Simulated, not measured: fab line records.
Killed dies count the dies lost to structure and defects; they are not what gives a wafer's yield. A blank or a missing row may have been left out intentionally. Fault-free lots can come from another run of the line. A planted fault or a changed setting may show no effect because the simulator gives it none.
Lot-split experiment ; flow n5Finfet ; route with 1938 steps; 7 lots, 39 wafers read

== THE SPLIT ITSELF ==
At N5_SPACER0_ALD_00 (deposits SiOCN, target thk 3.5 nm, pulse time 3 s, purge time 2 s), the setting aldCycles was moved away from the recipe's 58 on 9 of the 39 wafers read, by -13.8% to +15.5%. All remaining wafers had this setting at the recipe value.

The reading comes from the split's own step.

== THE READING ==
SiOCN_of_SPACER0_ALD_00.thkNm (the simulator's own value, which no gauge read), in nm, at N5_SPACER0_ALD_00 (deposits SiOCN, target thk 3.5 nm, pulse time 3 s, purge time 2 s). There is no usual value for it anywhere in the file. Here, 30 wafers ran the recipe; their average is 3.5 nm with a standard deviation of 0.1 nm.

wafer;tool, chamber at the split;aldCycles as run;against the recipe;SiOCN_of_SPACER0_ALD_00.thkNm, nm;against lot-mates on the recipe
L074.1;aldSin-03, 2,3,0,1,1,0;58;recipe;3.6;-
L074.2;aldSin-03, 2,3,0,1,1,0;58;recipe;3.6;-
L074.3;aldSin-03, 2,3,0,1,1,0;58;recipe;3.6;-
L074.4;aldSin-03, 2,3,0,1,1,0;58;recipe;3.6;-
L074.5;aldSin-03, 2,3,0,1,1,0;58;recipe;3.6;-
L074.6;aldSin-03, 2,3,0,1,1,0;58;recipe;3.6;-
L076.1;aldSin-04, 3;58;recipe;3.6;-
L076.6;aldSin-04, 3;58;recipe;3.6;-
L076.2;aldSin-04, 2;58;recipe;3.4;-
L076.3;aldSin-04, 1,0,2;50;-13.8%;3;-0.5
L076.4;aldSin-04, 1,0,2;50;-13.8%;3;-0.5
L076.5;aldSin-04, 1,0,2;50;-13.8%;3;-0.5
L078.1;aldSin-04, 1,0,3,1;58;recipe;3.6;-
L078.2;aldSin-04, 1,0,3,1;58;recipe;3.6;-
L078.3;aldSin-04, 1,0,3,1;58;recipe;3.6;-
L078.6;aldSin-04, 1,0,3,1;58;recipe;3.6;-
L078.4;aldSin-04, 2;58;recipe;3.4;-
L078.5;aldSin-04, 2;58;recipe;3.4;-
L080.1;aldSin-04, 0,1,1;58;recipe;3.4;-
L080.4;aldSin-04, 0,1,1;58;recipe;3.4;-
L080.6;aldSin-04, 0,1,1;58;recipe;3.4;-
L080.2;aldSin-04, 1,0,0;52;-10.3%;3.2;-0.2
L080.3;aldSin-04, 1,0,0;52;-10.3%;3.2;-0.2
L080.5;aldSin-04, 1,0,0;52;-10.3%;3.2;-0.2
L082.3;aldSin-04, 0,1,1;58;recipe;3.4;-
L082.4;aldSin-04, 0,1,1;58;recipe;3.4;-
L082.6;aldSin-04, 0,1,1;58;recipe;3.4;-
L093.1;aldSin-03, 0,1,2;67;+15.5%;4;+0.4
L093.5;aldSin-03, 0,1,2;67;+15.5%;4;+0.4
L093.6;aldSin-03, 0,1,2;67;+15.5%;4;+0.4
L093.2;aldSin-03, 2,1,3;58;recipe;3.6;-
L093.3;aldSin-03, 2,1,3;58;recipe;3.6;-
L093.4;aldSin-03, 2,1,3;58;recipe;3.6;-
L094.1;aldSin-01, 2,0,3,1,2;58;recipe;3.4;-
L094.2;aldSin-01, 2,0,3,1,2;58;recipe;3.4;-
L094.4;aldSin-01, 2,0,3,1,2;58;recipe;3.4;-
L094.5;aldSin-01, 2,0,3,1,2;58;recipe;3.4;-
L094.6;aldSin-01, 2,0,3,1,2;58;recipe;3.4;-
L094.3;aldSin-01, 1;58;recipe;3.6;-
When a row names more than one chamber, that row covers several wafers, and the file does not tell which wafer ran in which chamber.

THE FIT
A straight line over all 39 wafers: SiOCN_of_SPACER0_ALD_00.thkNm changes by +0.0331 nm for each +1% of aldCycles; r = +0.92; the points scatter about the line by 0.092 nm.
The same after taking each lot's own level away (the mean of its wafers on the recipe; 39 wafers): +0.029 nm for each +1%; r = +0.93; scatter 0.074 nm.
That fit puts the effect of the largest move of aldCycles on the reading at 0.45 nm.
The lots' own levels span 3.40 to 3.60 nm, that is 2.0 times the standard deviation above.
In other words, the slope is changed by the lot-to-lot level; the two fits disagree.
Check: with one of the wafers moved furthest among these (+15.5%) left out of the fit, the line predicts +0.453 nm for it against its lot-mates. Against them it came out at +0.4 nm.

== ADDITIONAL SPLITS CARRIED BY THESE WAFERS ==
These wafers also went through other splits before the reading. Each is held against what the fit with the lots' levels taken away leaves over:
other split on the same wafers;wafers away from the commonest value;r with SiOCN_of_SPACER0_ALD_00.thkNm (lot level and that fit taken away)
N5_FIN_SAQP_ALD_61 tempC;9;+0.06
N5_FIN_SAQP_HM_DEP_03 targetThkA;9;-0.16

== FILE'S OWN FIT ==
SiOCN_of_SPACER0_ALD_00.thkNm changes by +0.0291 nm for each +1% of aldCycles, r = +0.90.
